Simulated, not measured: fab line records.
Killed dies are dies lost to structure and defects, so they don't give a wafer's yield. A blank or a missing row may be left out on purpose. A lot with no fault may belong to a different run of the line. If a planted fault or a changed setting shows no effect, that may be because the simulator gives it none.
Matching of chambers / flow nandHarc / pecvd-04 running NHARC_A_STAIRCASE_DEP_151: 3 sister chambers
The step deposits SiO2, target thk 7200 nm. 6 wafers are shown with their chamber, then 7 later ones without.

WAFERS, EACH WITH ITS CHAMBER
wafer=L080.3; chamber=0; mfcPrecursorSccm (sccm)=199.5; heaterPowerW (W)=694
wafer=L088.4; chamber=1; mfcPrecursorSccm (sccm)=200.4; heaterPowerW (W)=541
wafer=L088.5; chamber=2; mfcPrecursorSccm (sccm)=200.8; heaterPowerW (W)=585
wafer=L088.6; chamber=0; mfcPrecursorSccm (sccm)=199.8; heaterPowerW (W)=573
wafer=L089.1; chamber=1; mfcPrecursorSccm (sccm)=200.5; heaterPowerW (W)=672
wafer=L089.3; chamber=2; mfcPrecursorSccm (sccm)=199.8; heaterPowerW (W)=718

WAFERS MISSING THEIR CHAMBER
wafer=L089.6; mfcPrecursorSccm (sccm)=200.3; heaterPowerW (W)=551
wafer=L092.1; mfcPrecursorSccm (sccm)=199.8; heaterPowerW (W)=747
wafer=L092.2; mfcPrecursorSccm (sccm)=200.8; heaterPowerW (W)=576
wafer=L092.3; mfcPrecursorSccm (sccm)=200.4; heaterPowerW (W)=633
wafer=L096.1; mfcPrecursorSccm (sccm)=199.9; heaterPowerW (W)=645
wafer=L096.2; mfcPrecursorSccm (sccm)=200.9; heaterPowerW (W)=600
wafer=L096.6; mfcPrecursorSccm (sccm)=200.3; heaterPowerW (W)=545

CHAMBER TAKEN BY EACH
wafer=L089.6; from the rows above=can't be placed: 1 or 2 or 0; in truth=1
wafer=L092.1; from the rows above=can't be placed: 0 or 2 or 1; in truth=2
wafer=L092.2; from the rows above=can't be placed: 1 or 2 or 0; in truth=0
wafer=L092.3; from the rows above=can't be placed: 2 or 1 or 0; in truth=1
wafer=L096.1; from the rows above=can't be placed: 0 or 2 or 1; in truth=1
wafer=L096.2; from the rows above=can't be placed: 1 or 2 or 0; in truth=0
wafer=L096.6; from the rows above=can't be placed: 1 or 2 or 0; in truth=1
Placed correctly: 0 of 7. Unplaceable from these rows: 7, with the true chamber sitting among the candidates in 7. Placed wrongly: 0.
How it was worked out, from the rows above alone: a wafer's distance from a chamber is the root of the sum, over the readings, of the square of ((its reading less the chamber's mean) divided by the reading's scatter). If the next closest chamber is less than 2 further off than the closest, the wafer can't be placed; otherwise it belongs to the closest. Each chamber's mean is taken over the wafers shown for it. How the scatter is found: for the shown wafers, subtract from each reading the mean of its chamber, square and add these, divide the total by (wafers less chambers), then take the root.
